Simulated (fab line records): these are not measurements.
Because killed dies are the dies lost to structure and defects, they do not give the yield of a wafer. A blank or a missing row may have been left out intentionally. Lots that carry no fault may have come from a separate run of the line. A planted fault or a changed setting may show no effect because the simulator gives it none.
Chamber matching ; flow n5_finfet ; 4 sister chambers for N5_MIM_TOP_ALD_00 on ald_hk-02
The step deposits Al2O3, purge time 3 s, co reactant pulse time 3 s. 4 wafers are shown with their chamber, then 10 later ones without.

## WAFERS PAIRED WITH THEIR CHAMBERS
wafer;chamber;precursor_pulse_height_rel
L088.2;0;0.972
L088.6;3;1.000
L087.1;2;0.996
L087.3;1;1.002

## WAFERS MISSING THEIR CHAMBER
wafer;precursor_pulse_height_rel
L087.4;0.986
L091.1;1.002
L091.3;0.962
L091.6;0.986
L092.3;0.956
L092.4;0.997
L092.5;0.951
L094.1;0.951
L094.5;0.995
L094.6;1.013

## CHAMBER TAKEN BY EACH
wafer;from the rows above;in truth
L087.4;can't be placed: 2 or 0 or 3 or 1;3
L091.1;can't be placed: 1 or 3 or 2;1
L091.3;can't be placed: 0 or 2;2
L091.6;can't be placed: 2 or 0 or 3 or 1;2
L092.3;can't be placed: 0 or 2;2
L092.4;can't be placed: 2 or 3 or 1 or 0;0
L092.5;can't be placed: 0 or 2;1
L094.1;can't be placed: 0 or 2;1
L094.5;can't be placed: 2 or 3 or 1 or 0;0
L094.6;can't be placed: 1 or 3 or 2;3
0 of 10 placed correctly. Can't be placed from these rows: 10 (the true chamber is among the candidates in 8). Placed wrongly: 0.
How it was worked out, from the rows above alone: a wafer's distance from a chamber is the root of the sum, over the readings, of the square of ((its reading less the chamber's mean) divided by the reading's scatter). If the next closest chamber is less than 2 further off than the closest, the wafer can't be placed; otherwise it belongs to the closest. The mean given for a chamber averages the wafers shown for that chamber. The scatter: root of mean squared gap, hidden wafer to nearest shown wafer, with one shown wafer a chamber.
